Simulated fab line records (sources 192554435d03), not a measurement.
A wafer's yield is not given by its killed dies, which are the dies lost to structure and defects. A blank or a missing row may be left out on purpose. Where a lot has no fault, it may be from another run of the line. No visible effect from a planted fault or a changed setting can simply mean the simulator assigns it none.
Matching of chambers	flow n5_finfet	4 sister chambers for N5_BEOL_M1_ETCH_74 on rie_diel-04
The step etches underlayer in N2/H2, target depth 6.5 nm, time 5.2 s. 16 wafers are shown with their chamber, then 8 later ones without.

== WAFERS PAIRED WITH THEIR CHAMBERS ==
wafer	chamber	throttle_valve_pct (%)	showerhead_plenum_p_Torr (Torr)	drypump_motor_current_A (A)
L074.3	3	18.18	2.53	5.46
L074.5	0	18.21	2.66	5.84
L074.6	3	18.19	2.53	5.47
L079.2	1	17.88	2.71	6.26
L079.3	2	17.18	2.49	5.85
L079.6	0	18.21	2.66	5.84
L080.2	3	18.21	2.52	5.50
L080.3	0	18.25	2.65	5.86
L080.5	0	18.23	2.66	5.83
L082.1	2	17.21	2.49	5.80
L082.4	3	18.20	2.52	5.47
L082.6	2	17.19	2.49	5.78
L083.1	2	17.21	2.49	5.81
L083.3	0	18.22	2.65	5.85
L083.4	1	17.92	2.70	6.25
L093.1	0	18.26	2.65	5.82

SIGNATURES (means of the wafers above)
reading	chamber 0	chamber 1	chamber 2	chamber 3	scatter within a chamber
throttle_valve_pct	18.2300	17.9000	17.1975	18.1950	0.0187
showerhead_plenum_p_Torr	2.6550	2.7050	2.4900	2.5250	0.005
drypump_motor_current_A	5.8400	6.2550	5.8100	5.4750	0.0195
Rule: a wafer's distance from a chamber is the root of the sum, over the readings, of the square of ((its reading less the chamber's mean) divided by the reading's scatter). The wafer belongs to the nearest chamber; if the next one is less than 2 further off, it can't be placed. The scatter: take each reading less its chamber's mean, square it, sum over the shown wafers, divide by the number of wafers less the number of chambers, and take the root.

== WAFERS WITH NO CHAMBER GIVEN ==
wafer	throttle_valve_pct (%)	showerhead_plenum_p_Torr (Torr)	drypump_motor_current_A (A)
L093.2	17.25	2.49	5.76
L093.6	18.23	2.51	5.48
L095.2	17.24	2.48	5.81
L095.3	18.24	2.51	5.46
L095.5	18.23	2.51	5.47
L097.4	18.27	2.64	5.80
L097.5	17.24	2.48	5.81
L097.6	18.22	2.51	5.48

== THE CHAMBER EACH PASSED THROUGH ==
wafer	from the rows above	in truth
L093.2	2	2
L093.6	3	3
L095.2	2	2
L095.3	3	3
L095.5	3	3
L097.4	0	0
L097.5	2	2
L097.6	3	3
8 of 8 placed correctly. Not placeable from these rows: 0. Placed wrongly: 0.
